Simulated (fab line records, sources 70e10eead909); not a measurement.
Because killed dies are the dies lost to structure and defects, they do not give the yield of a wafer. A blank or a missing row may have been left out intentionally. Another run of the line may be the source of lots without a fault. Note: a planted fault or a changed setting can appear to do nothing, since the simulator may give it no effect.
Which tool is to blame? ; flow nand harc ; 36 wafers sampled from 12 lots at 1 step of a route of 1159

## WHAT THE GAUGES READ, wafer by wafer
NHARC_P_CONTACT_CD_MEAS_12: target cd 90 nm.
lot;measured;on;cd nm (nm)
L076;day 5 21:49;cd sem-01;89.9 90.1 90.4
L077;day 6 05:07;cd sem-02;89.4 90.1 89.3
L080;day 7 02:29;cd sem-02;89.9 89.9 89.7
L081;day 7 09:10;cd sem-03;90.3 90.4 90.6
L083;day 7 12:41;cd sem-01;89.1 89.1 89.6
L084;day 8 04:50;cd sem-03;89.4 89.6 89.4
L087;day 8 18:15;cd sem-01;89.8 89.9 90.1
L089;day 9 07:16;cd sem-01;90.5 90.9 90.7
L092;day 9 19:36;cd sem-02;90.3 89.5 89.7
L093;day 10 03:08;cd sem-01;90.4 90.2 90.3
L095;day 10 20:44;cd sem-01;90.5 90.6 90.6
L096;day 11 02:14;cd sem-01;90.2 90.2 90.4

## EACH LOT AND THE TOOL THAT RAN IT (in order: tool; ch and the chambers of the sampled wafers; start)
The record holds no process step before these readings.

## THE ANSWER, worked out from the rows above alone
Rule: the lots themselves supply what counts as usual. Put in order of their means at a reading, lots are off if they are a third of the lots or fewer, leave a main group of 4 or more, and stand apart from it by a gap of 3 or more times the standard deviation of the main group's means; of several such gaps the widest counts. A main group is skipped when, at the precision printed for the reading in the tables above, its means are all equal. A lot without any number at a reading at which 4 lots or more have one is off too. All remaining lots with rows at the step are treated as sound.
None of the lots is off at any reading shown; this tells nothing.

## WHAT THE SIMULATOR PUT IN
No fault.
